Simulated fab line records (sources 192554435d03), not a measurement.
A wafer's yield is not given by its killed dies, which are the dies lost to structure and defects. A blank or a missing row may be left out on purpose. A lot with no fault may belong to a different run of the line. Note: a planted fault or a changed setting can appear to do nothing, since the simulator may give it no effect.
Matching of chambers | flow n5 finfet | N5_BEOL_M0_STRIP_140 on rie diel-01 has 4 sister chambers
The step strips in CF4. 16 wafers are shown with their chamber, then 8 later ones without.

== WAFERS WITH THEIR CHAMBER ==
wafer  | chamber | drypump motor current A (A) | showerhead plenum p Torr (Torr) | throttle valve pct (%)
L074.4 | 3       | 5.7                         | 1.77                            | 13.73
L074.5 | 1       | 5.9                         | 1.86                            | 13.69
L074.6 | 2       | 5.6                         | 1.71                            | 13.71
L078.1 | 0       | 6.0                         | 1.84                            | 13.62
L078.2 | 1       | 5.9                         | 1.86                            | 13.71
L078.4 | 1       | 5.9                         | 1.86                            | 13.72
L081.2 | 1       | 5.9                         | 1.85                            | 13.70
L081.3 | 0       | 6.0                         | 1.84                            | 13.64
L081.6 | 0       | 6.0                         | 1.84                            | 13.64
L084.3 | 0       | 6.0                         | 1.83                            | 13.65
L084.4 | 2       | 5.6                         | 1.92                            | 13.19
L084.6 | 0       | 6.0                         | 1.83                            | 13.68
L090.1 | 2       | 5.5                         | 1.91                            | 13.22
L090.4 | 1       | 5.9                         | 1.85                            | 13.77
L090.5 | 2       | 5.5                         | 1.91                            | 13.21
L093.1 | 3       | 5.7                         | 1.76                            | 13.22

SIGNATURES (means of the wafers above)
reading                  | chamber 0 | chamber 1 | chamber 2 | chamber 3 | scatter within a chamber
drypump motor current A  | 6.000     | 5.900     | 5.550     | 5.700     | 0.0289
showerhead plenum p Torr | 1.8360    | 1.8560    | 1.8625    | 1.7650    | 0.0511
throttle valve pct       | 13.6460   | 13.7180   | 13.3325   | 13.4750   | 0.165
Rule: for each reading, subtract the chamber's mean from the wafer's reading, divide by that reading's scatter and square the result; add these up over the readings and take the root, which gives the wafer's distance from the chamber. If the next closest chamber is less than 2 further off than the closest, the wafer can't be placed; otherwise it belongs to the closest. The scatter: the root of (the sum of the squares of (reading less its chamber's mean) over the shown wafers, divided by (wafers less chambers)).

== WAFERS MISSING THEIR CHAMBER ==
wafer  | drypump motor current A (A) | showerhead plenum p Torr (Torr) | throttle valve pct (%)
L093.2 | 5.9                         | 1.85                            | 13.77
L093.6 | 6.0                         | 1.83                            | 13.72
L094.3 | 5.7                         | 1.76                            | 13.21
L094.4 | 5.7                         | 1.76                            | 13.23
L094.6 | 6.0                         | 1.83                            | 13.72
L097.3 | 5.5                         | 1.91                            | 13.24
L097.4 | 5.9                         | 1.84                            | 13.78
L097.6 | 6.0                         | 1.82                            | 13.73

== CHAMBER TAKEN BY EACH ==
wafer  | from the rows above | in truth
L093.2 | 1                   | 1
L093.6 | 0                   | 0
L094.3 | 3                   | 3
L094.4 | 3                   | 3
L094.6 | 0                   | 0
L097.3 | 2                   | 2
L097.4 | 1                   | 1
L097.6 | 0                   | 0
8 of 8 placed correctly. Left unplaced by these rows: 0. Placed wrongly: 0.
